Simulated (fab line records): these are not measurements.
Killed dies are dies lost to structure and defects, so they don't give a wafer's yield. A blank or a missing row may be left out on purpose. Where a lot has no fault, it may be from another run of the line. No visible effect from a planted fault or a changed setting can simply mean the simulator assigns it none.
Chamber matching -- flow n5 finfet -- 4 sister chambers for N5_SD_EPI_P_ETCH_36 on rie diel-06
The step etches SiARC in CF4, target depth 45.5 nm, time 75.8 s. 4 wafers are shown with their chamber, then 10 later ones without.

== WAFERS, EACH WITH ITS CHAMBER ==
wafer,chamber,drypump motor current A (A)
L082.4,0,5.3
L087.2,1,5.1
L092.2,2,4.8
L092.5,3,5.3

== WAFERS WITH NO CHAMBER GIVEN ==
wafer,drypump motor current A (A)
L092.6,5.3
L093.3,5.1
L093.4,5.2
L093.5,5.1
L095.1,5.1
L095.5,5.3
L095.6,5.1
L097.1,4.8
L097.4,4.8
L097.5,5.3

== THE CHAMBER EACH PASSED THROUGH ==
wafer,from the rows above,in truth
L092.6,can't be placed: 0 or 3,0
L093.3,1,1
L093.4,can't be placed: 0 or 3 or 1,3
L093.5,1,1
L095.1,1,1
L095.5,can't be placed: 0 or 3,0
L095.6,1,1
L097.1,2,2
L097.4,2,2
L097.5,can't be placed: 0 or 3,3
Placed correctly: 6 of 10. Can't be placed from these rows: 4 (the true chamber is among the candidates in 4). Number placed wrongly: 0.
How it was worked out, from the rows above alone: a wafer's distance from a chamber is the root of the sum, over the readings, of the square of ((its reading less the chamber's mean) divided by the reading's scatter). The wafer belongs to the nearest chamber; if the next one is less than 2 further off, it can't be placed. A chamber's mean is the mean of its shown wafers. The scatter: root of mean squared gap, hidden wafer to nearest shown wafer, with one shown wafer a chamber.
